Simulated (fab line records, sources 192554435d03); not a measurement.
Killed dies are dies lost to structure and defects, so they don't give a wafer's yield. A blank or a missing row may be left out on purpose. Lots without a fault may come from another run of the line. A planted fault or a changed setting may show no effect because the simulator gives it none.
fab line records | flow n5_finfet | part 2 of 2: steps 26 to 38 of 38
record lots=5 wafers=15 last_day=15
route steps=1938 shown BEOL_M6@1241 BEOL_M7@1263
lots that met no fault: from a run of the same line without faults
start_h: hours from the record's first day to the start of the lot's first wafer shown | wait_h: hours since the lot's step before | " the same as in the row above | L1.1+2: a row that stands for several wafers | - no value, or no start given | * or withheld: withheld | < > ~ a bound
route shown NAME@n: a module of which the file shows steps, and the number in the route of the first | usual: mean/standard deviation of fault-free wafers | same: alike in all rows | chamber/n: place in a boat | sites: the reading at each site | _std_site: their standard deviation | _edge_site: outer sites' mean less inner sites' | radius_mm: how far each site lies from the wafer's centre | mask NAME#n: copy n | behind: the tool/chamber that last shaped the wafer | hold: why the lot was held/for how many hours/how that ended | device: the transistor (n, p or np) that didn't switch | end of line: the same wafers' tests at the end of the route | a step without rows: its recipe alone | killed: dies lost to structure and defects at the first sort, not the wafer's yield | map: a wafer's dies, x killed, . not, _ none there
set.NAME: the setting as run; set.NAME@STEP: as run at that earlier step | model.NAME: the simulator's own value behind a step, which no gauge read
lots at some steps of the route; a table a step, a row a wafer
services: from which hour (start_h, from the record's first day; less than 0 if before it) a tool's chamber was out of use, for how many hours, and why
## steps
# step N5_BEOL_M7_PECVD_70
# recipe material=SiO2 target_thk_a=200 temp_c=400 precursor=TEOS/O2 pressure_torr=5.5 rf_w=450 teos_flow_sccm=53.8 gas=O2 flow_sccm=3000 time_s=22.7
# usual heater_power_w=693/110 showerhead_plenum_p_Torr=8.77/0.039 throttle_valve_pct=22.5/1.1
# columns lot.wafer tool chamber start_h wait_h heater_power_w showerhead_plenum_p_Torr throttle_valve_pct
L075.1 pecvd-02 0 182.88 0.0 987 8.80 23.8
L075.2 " 1 " " 700 8.79 23.7
L075.5 " 1 " " 701 8.80 23.7
L074.3 pecvd-02 0 189.90 0.0 800 8.81 23.9
L074.5 " 2 " " 759 8.70 21.8
L074.6 " 0 " " 839 8.83 24.1
L082.2 pecvd-03 2 231.02 0.0 598 8.75 20.8
L082.5 " 1 " " 593 8.79 22.7
L082.6 " 0 " " 558 8.77 21.6
L087.1 pecvd-01 0 267.71 0.0 725 8.82 23.5
L087.2 " 2 " " 712 8.83 21.2
L087.4 " 2 " " 732 8.81 21.3
L085.2 pecvd-02 2 273.24 0.0 692 8.74 21.8
L085.5 " 1 " " 697 8.80 23.8
L085.6 " 2 " " 689 8.69 22.2
# step N5_BEOL_M7_HM_DEP_02
# recipe material=TiN target_thk_a=200 temp_c=25 chamber_pressure_pa=0.49996
# usual throttle_valve_pct=29.9/0.9
# columns lot.wafer tool chamber start_h wait_h throttle_valve_pct
L075.1 pvd_sputter-01 - 183.67 0.8 30.2
L075.2 " - " " 30.4
L075.5 " - " " 29.1
L074.3 pvd_sputter-02 - 192.13 2.2 29.1
L074.5 " - " " 30.3
L074.6 " - " " 29.3
L082.2 pvd_sputter-03 - 231.07 0.0 30.3
L082.5 " - " " 29.1
L082.6 " - " " 29.8
L087.1 pvd_sputter-01 - 268.69 1.0 29.7
L087.2 " - " " 28.4
L087.4 " - " " 29.2
L085.2 pvd_sputter-01 - 273.31 0.0 29.3
L085.5 " - " " 28.2
L085.6 " - " " 30.0
# step N5_BEOL_M7_COAT_59
# recipe resist=SOC temp_c=250 time_s=60 spin_rpm=1500 resist_thk_nm=100
# columns lot.wafer tool chamber start_h wait_h
L075.1+2+5 litho_track-03 0 183.79 0.1
L074.3+5+6 litho_track-02 0 192.27 0.1
L082.2+5+6 litho_track-02 0 231.21 0.1
L087.1+2+4 litho_track-03 0 268.82 0.1
L085.2+5+6 litho_track-02 0 273.44 0.1
# step N5_BEOL_M7_COAT_60
# recipe resist=SiARC temp_c=220 time_s=60 spin_rpm=1500 resist_thk_nm=35
# columns lot.wafer tool chamber start_h wait_h
L075.1+2+5 litho_track-03 0 - -
L074.3+5+6 litho_track-02 0 - -
L082.2+5+6 litho_track-02 0 - -
L087.1+2+4 litho_track-03 0 - -
L085.2+5+6 litho_track-02 0 - -
# step N5_BEOL_M7_COAT_05
# recipe resist=CAR-ArF spin_rpm=1500 resist_thk_nm=90
# columns lot.wafer tool chamber start_h wait_h
L075.1+2+5 litho_track-03 0 - -
L074.3+5+6 litho_track-02 0 - -
L082.2+5+6 litho_track-02 0 - -
L087.1+2+4 litho_track-03 0 - -
L085.2+5+6 litho_track-02 0 - -
# step N5_BEOL_M7_EBR_07
# recipe solvent=PGMEA ebr_width_mm=1.5
# columns lot.wafer tool chamber start_h wait_h
L075.1+2+5 litho_track-03 0 - -
L074.3+5+6 litho_track-02 0 - -
L082.2+5+6 litho_track-02 0 - -
L087.1+2+4 litho_track-03 0 - -
L085.2+5+6 litho_track-02 0 - -
# step N5_BEOL_M7_SOFTBAKE_06
# recipe temp_c=110 time_s=60 resist=CAR-ArF
# columns lot.wafer tool chamber start_h wait_h
L075.1+2+5 litho_track-03 0 - -
L074.3+5+6 litho_track-02 0 - -
L082.2+5+6 litho_track-02 0 - -
L087.1+2+4 litho_track-03 0 - -
L085.2+5+6 litho_track-02 0 - -
# step N5_BEOL_M7_EXPOSE_08
# recipe mask_id=M7 na=1.35 source_shape=dipole sigma_inner=0.817 sigma_outer=0.97 polarization=te dose_mj=68.25
# usual stage_vel_mm_s=499.98/0.26
# columns lot.wafer tool chamber start_h wait_h mask stage_vel_mm_s
L075.1 arfi_scanner-01 0 184.04 - M7#0 499.98
L075.2 " 0 " " M7#0 500.27
L075.5 " 0 " " M7#0 500.07
L074.3 arfi_scanner-01 0 192.53 - M7#0 500.16
L074.5 " 0 " " M7#0 499.80
L074.6 " 0 " " M7#0 500.32
L082.2 arfi_scanner-03 0 231.46 - M7#0 499.72
L082.5 " 0 " " M7#0 499.83
L082.6 " 0 " " M7#0 499.36
L087.1 arfi_scanner-02 0 268.96 - M7#0 500.07
L087.2 " 0 " " M7#0 500.35
L087.4 " 0 " " M7#0 499.94
L085.2 arfi_scanner-01 0 273.69 - M7#0 500.22
L085.5 " 0 " " M7#0 500.54
L085.6 " 0 " " M7#0 499.65
# step N5_BEOL_M7_PEB_09
# recipe peb_temp_c=withheld peb_time_s=60 resist=CAR-ArF
# columns lot.wafer tool chamber start_h wait_h
L075.1+2+5 litho_track-03 0 184.10 0.1
L074.3+5+6 litho_track-05 0 192.58 0.0
L082.2+5+6 litho_track-05 0 231.52 0.0
L087.1+2+4 litho_track-02 0 269.02 0.1
L085.2+5+6 litho_track-03 0 273.75 0.1
# step N5_BEOL_M7_DEVELOP_10
# recipe develop_time_s=30 developer=TMAH resist=CAR-ArF rinse_liquid=diw dry=air_spin dev_temp_c=23
# same develop_time_s=30
# columns lot.wafer tool chamber start_h wait_h
L075.1+2+5 litho_track-03 0 - -
L074.3+5+6 litho_track-05 0 - -
L082.2+5+6 litho_track-05 0 - -
L087.1+2+4 litho_track-02 0 - -
L085.2+5+6 litho_track-03 0 - -
# step N5_BEOL_M7_CD_MEAS_11
# recipe target_cd_nm=38.5 landing_energy_ev=500 detector=se_inlens polarity=opening
# usual cd_nm=38.0/0.58
# columns lot.wafer tool chamber start_h wait_h cd_nm
L075.1 cd_sem-02 0 184.16 - 38.3
L075.2 " 0 " " 37.8
L075.5 " 0 " " 38.8
L074.3 cd_sem-02 0 192.65 - 37.9
L074.5 " 0 " " 37.9
L074.6 " 0 " " 38.2
L082.2 cd_sem-02 0 231.59 - 37.5
L082.5 " 0 " " 37.4
L082.6 " 0 " " 38.5
L087.1 cd_sem-02 0 269.09 - 38.5
L087.2 " 0 " " 38.1
L087.4 " 0 " " 38.9
L085.2 cd_sem-02 0 273.81 - 38.8
L085.5 " 0 " " 38.2
L085.6 " 0 " " 37.7
# step N5_BEOL_M7_OVL_MEAS_12
# recipe points_per_wafer=44
# usual M7_OVL=0.2/0.73
# columns lot.wafer tool chamber start_h wait_h M7_OVL[nm]
L075.1 overlay-02 0 184.19 0.0 0.8
L075.2 " 0 " " 1.6
L075.5 " 0 " " 1.4
L074.3 overlay-02 0 192.68 0.0 -0.1
L074.5 " 0 " " 1.5
L074.6 " 0 " " -0.6
L082.2 overlay-01 0 231.61 0.0 -0.4
L082.5 " 0 " " 0.6
L082.6 " 0 " " 0.5
L087.1 overlay-02 0 269.12 0.0 0.3
L087.2 " 0 " " 0.4
L087.4 " 0 " " -0.6
L085.2 overlay-01 0 273.84 0.0 -0.3
L085.5 " 0 " " 0.2
L085.6 " 0 " " 0.1
# step N5_BEOL_M7_INSPECT_13
# recipe mode=adi inspect_instrument=brightfield
# usual raw_defect_count=420/100
# columns lot.wafer tool chamber start_h wait_h raw_defect_count
L075.1 defect_inspect-01 - 184.22 0.0 322
L075.2 " - " " 534
L075.5 " - " " 558
L074.3 defect_inspect-02 - 192.70 0.0 391
L074.5 " - " " 409
L074.6 " - " " 704
L082.2 defect_inspect-01 - 231.64 0.0 322
L082.5 " - " " 294
L082.6 " - " " 285
L087.1 defect_inspect-01 - 269.15 0.0 520
L087.2 " - " " 549
L087.4 " - " " 400
L085.2 defect_inspect-02 - 273.87 0.0 440
L085.5 " - " " 550
L085.6 " - " " 469
## services
# columns tool chamber start_h hours kind
uv_cure-01 - 159.19 2.8 pm
arfi_scanner-01 - 160.49 1.0 pm
ecd_cu-01 - 163.33 1.1 repair
pvd_sputter-02 - 166.21 1.9 repair
cvd_co-02 - 167.00 2.8 pm
arfi_scanner-01 - 178.35 0.8 pm
pvd_sputter-03 - 186.93 2.6 repair
uv_cure-01 - 187.22 2.1 pm
cvd_co-02 - 188.95 6.0 pm
cmp-03 - 192.54 2.2 repair
arfi_scanner-01 - 196.37 1.3 pm
pecvd-02 - 199.08 14.6 pm
cmp-03 - 202.26 2.2 repair
cvd_co-02 2 203.30 12.0 repair
wet_bench-02 - 212.05 5.5 repair
arfi_scanner-01 - 219.59 4.9 pm
cmp-03 - 220.39 0.8 repair
uv_cure-02 - 220.88 7.5 pm
uv_cure-03 - 221.77 2.8 pm
uv_cure-03 - 225.99 0.6 repair
uv_cure-02 - 228.57 1.0 pm
pecvd-01 1 246.46 25.7 repair
pecvd-03 - 250.52 2.8 pm
uv_cure-01 - 270.59 1.0 pm
